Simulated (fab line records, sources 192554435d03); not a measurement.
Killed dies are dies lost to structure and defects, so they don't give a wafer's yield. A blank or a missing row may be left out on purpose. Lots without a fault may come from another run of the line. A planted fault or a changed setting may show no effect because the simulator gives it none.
Chamber matching | flow n5_finfet | N5_BEOL_M5_PECVD_70 on pecvd-04: 3 sister chambers
The step deposits SiO2 from TEOS/O2, target thk 16 nm, time 18 s. 6 wafers are shown with their chamber, then 8 later ones without.

WAFERS WITH THEIR CHAMBER
wafer  | chamber | showerhead_plenum_p_Torr (Torr) | heater_power_w (W)
L077.5 | 0       | 8.83                            | 426
L084.2 | 2       | 8.60                            | 567
L087.1 | 1       | 8.79                            | 806
L087.5 | 1       | 8.79                            | 819
L087.6 | 2       | 8.57                            | 557
L088.1 | 0       | 8.84                            | 517

WAFERS WITHOUT THEIR CHAMBER
wafer  | showerhead_plenum_p_Torr (Torr) | heater_power_w (W)
L088.4 | 8.82                            | 423
L088.5 | 8.78                            | 801
L094.1 | 8.83                            | 458
L094.2 | 8.79                            | 833
L094.6 | 8.83                            | 455
L096.1 | 8.80                            | 777
L096.4 | 8.58                            | 532
L096.6 | 8.79                            | 775

WHICH CHAMBER EACH WENT THROUGH
wafer  | from the rows above | in truth
L088.4 | 0                   | 0
L088.5 | 1                   | 1
L094.1 | 0                   | 0
L094.2 | 1                   | 1
L094.6 | 0                   | 0
L096.1 | 1                   | 1
L096.4 | 2                   | 2
L096.6 | 1                   | 1
Placed correctly: 8 of 8. Can't be placed from these rows: 0. Placed wrongly: 0.
How it was worked out, from the rows above alone: a wafer's distance from a chamber is the root of the sum, over the readings, of the square of ((its reading less the chamber's mean) divided by the reading's scatter). The wafer belongs to the nearest chamber; if the next one is less than 2 further off, it can't be placed. A chamber's mean is the mean of its shown wafers. The scatter: the root of (the sum of the squares of (reading less its chamber's mean) over the shown wafers, divided by (wafers less chambers)).
